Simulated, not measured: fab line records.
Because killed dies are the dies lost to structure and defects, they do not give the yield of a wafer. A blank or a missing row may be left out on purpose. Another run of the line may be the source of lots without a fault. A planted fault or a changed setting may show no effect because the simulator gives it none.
Chamber matching / flow n5Finfet / 4 sister chambers for N5_PMOS_HMC_CHANNEL_EPI_DESCUM_14 on rieDiel-04
The step chemistry O2, time 7.9 s. 24 wafers are shown with their chamber, then 12 later ones without.

## WAFERS, EACH WITH ITS CHAMBER
wafer=L076.1; chamber=1; throttleValvePct (%)=20.26; showerheadPlenumPTorr (Torr)=2.19; drypumpMotorCurrentA (A)=6.3
wafer=L076.2; chamber=0; throttleValvePct (%)=19.99; showerheadPlenumPTorr (Torr)=2.14; drypumpMotorCurrentA (A)=6.1
wafer=L076.5; chamber=3; throttleValvePct (%)=20.68; showerheadPlenumPTorr (Torr)=2.18; drypumpMotorCurrentA (A)=5.3
wafer=L077.1; chamber=0; throttleValvePct (%)=19.97; showerheadPlenumPTorr (Torr)=2.14; drypumpMotorCurrentA (A)=6.0
wafer=L077.2; chamber=2; throttleValvePct (%)=20.63; showerheadPlenumPTorr (Torr)=2.15; drypumpMotorCurrentA (A)=6.4
wafer=L077.5; chamber=3; throttleValvePct (%)=20.69; showerheadPlenumPTorr (Torr)=2.18; drypumpMotorCurrentA (A)=5.3
wafer=L080.1; chamber=3; throttleValvePct (%)=20.67; showerheadPlenumPTorr (Torr)=2.18; drypumpMotorCurrentA (A)=5.3
wafer=L080.3; chamber=0; throttleValvePct (%)=19.97; showerheadPlenumPTorr (Torr)=2.14; drypumpMotorCurrentA (A)=6.1
wafer=L080.4; chamber=1; throttleValvePct (%)=20.28; showerheadPlenumPTorr (Torr)=2.19; drypumpMotorCurrentA (A)=6.3
wafer=L081.2; chamber=1; throttleValvePct (%)=20.28; showerheadPlenumPTorr (Torr)=2.19; drypumpMotorCurrentA (A)=6.3
wafer=L081.5; chamber=3; throttleValvePct (%)=20.67; showerheadPlenumPTorr (Torr)=2.18; drypumpMotorCurrentA (A)=5.4
wafer=L081.6; chamber=2; throttleValvePct (%)=20.63; showerheadPlenumPTorr (Torr)=2.15; drypumpMotorCurrentA (A)=6.3
wafer=L084.1; chamber=2; throttleValvePct (%)=20.67; showerheadPlenumPTorr (Torr)=2.15; drypumpMotorCurrentA (A)=6.4
wafer=L084.3; chamber=1; throttleValvePct (%)=20.28; showerheadPlenumPTorr (Torr)=2.18; drypumpMotorCurrentA (A)=6.3
wafer=L084.6; chamber=1; throttleValvePct (%)=20.29; showerheadPlenumPTorr (Torr)=2.18; drypumpMotorCurrentA (A)=6.3
wafer=L085.1; chamber=2; throttleValvePct (%)=20.66; showerheadPlenumPTorr (Torr)=2.15; drypumpMotorCurrentA (A)=6.4
wafer=L085.3; chamber=1; throttleValvePct (%)=20.28; showerheadPlenumPTorr (Torr)=2.18; drypumpMotorCurrentA (A)=6.3
wafer=L085.6; chamber=3; throttleValvePct (%)=20.70; showerheadPlenumPTorr (Torr)=2.18; drypumpMotorCurrentA (A)=5.3
wafer=L087.1; chamber=1; throttleValvePct (%)=20.30; showerheadPlenumPTorr (Torr)=2.18; drypumpMotorCurrentA (A)=6.3
wafer=L087.4; chamber=2; throttleValvePct (%)=20.70; showerheadPlenumPTorr (Torr)=2.15; drypumpMotorCurrentA (A)=6.4
wafer=L087.5; chamber=1; throttleValvePct (%)=20.28; showerheadPlenumPTorr (Torr)=2.18; drypumpMotorCurrentA (A)=6.3
wafer=L088.1; chamber=3; throttleValvePct (%)=20.70; showerheadPlenumPTorr (Torr)=2.18; drypumpMotorCurrentA (A)=5.3
wafer=L088.3; chamber=0; throttleValvePct (%)=19.98; showerheadPlenumPTorr (Torr)=2.14; drypumpMotorCurrentA (A)=6.1
wafer=L088.6; chamber=3; throttleValvePct (%)=20.70; showerheadPlenumPTorr (Torr)=2.18; drypumpMotorCurrentA (A)=5.3

SIGNATURES (means of the wafers above)
reading=throttleValvePct; chamber 0=19.9775; chamber 1=20.2812; chamber 2=20.6580; chamber 3=20.6871; scatter within a chamber=0.017
reading=showerheadPlenumPTorr; chamber 0=2.1400; chamber 1=2.1837; chamber 2=2.1500; chamber 3=2.1800; scatter within a chamber=0.00306
reading=drypumpMotorCurrentA; chamber 0=6.075; chamber 1=6.300; chamber 2=6.380; chamber 3=5.314; scatter within a chamber=0.0347
Rule: a wafer's distance from a chamber is the root of the sum, over the readings, of the square of ((its reading less the chamber's mean) divided by the reading's scatter). If the next closest chamber is less than 2 further off than the closest, the wafer can't be placed; otherwise it belongs to the closest. How the scatter is found: for the shown wafers, subtract from each reading the mean of its chamber, square and add these, divide the total by (wafers less chambers), then take the root.

## WAFERS WITHOUT THEIR CHAMBER
wafer=L089.1; throttleValvePct (%)=20.29; showerheadPlenumPTorr (Torr)=2.18; drypumpMotorCurrentA (A)=6.3
wafer=L089.3; throttleValvePct (%)=20.66; showerheadPlenumPTorr (Torr)=2.15; drypumpMotorCurrentA (A)=6.4
wafer=L089.5; throttleValvePct (%)=20.30; showerheadPlenumPTorr (Torr)=2.18; drypumpMotorCurrentA (A)=6.4
wafer=L093.2; throttleValvePct (%)=20.31; showerheadPlenumPTorr (Torr)=2.18; drypumpMotorCurrentA (A)=6.3
wafer=L093.4; throttleValvePct (%)=20.00; showerheadPlenumPTorr (Torr)=2.13; drypumpMotorCurrentA (A)=6.1
wafer=L093.5; throttleValvePct (%)=20.72; showerheadPlenumPTorr (Torr)=2.17; drypumpMotorCurrentA (A)=5.3
wafer=L094.2; throttleValvePct (%)=20.32; showerheadPlenumPTorr (Torr)=2.18; drypumpMotorCurrentA (A)=6.3
wafer=L094.4; throttleValvePct (%)=20.72; showerheadPlenumPTorr (Torr)=2.17; drypumpMotorCurrentA (A)=5.3
wafer=L094.6; throttleValvePct (%)=20.73; showerheadPlenumPTorr (Torr)=2.17; drypumpMotorCurrentA (A)=5.3
wafer=L096.2; throttleValvePct (%)=20.00; showerheadPlenumPTorr (Torr)=2.13; drypumpMotorCurrentA (A)=6.1
wafer=L096.4; throttleValvePct (%)=20.71; showerheadPlenumPTorr (Torr)=2.17; drypumpMotorCurrentA (A)=5.4
wafer=L096.6; throttleValvePct (%)=20.02; showerheadPlenumPTorr (Torr)=2.13; drypumpMotorCurrentA (A)=6.1

## THE CHAMBER EACH PASSED THROUGH
wafer=L089.1; from the rows above=1; in truth=1
wafer=L089.3; from the rows above=2; in truth=2
wafer=L089.5; from the rows above=1; in truth=1
wafer=L093.2; from the rows above=1; in truth=1
wafer=L093.4; from the rows above=0; in truth=0
wafer=L093.5; from the rows above=3; in truth=3
wafer=L094.2; from the rows above=1; in truth=1
wafer=L094.4; from the rows above=3; in truth=3
wafer=L094.6; from the rows above=3; in truth=3
wafer=L096.2; from the rows above=0; in truth=0
wafer=L096.4; from the rows above=3; in truth=3
wafer=L096.6; from the rows above=0; in truth=0
Placed correctly: 12 of 12. Left unplaced by these rows: 0. 0 placed wrongly.
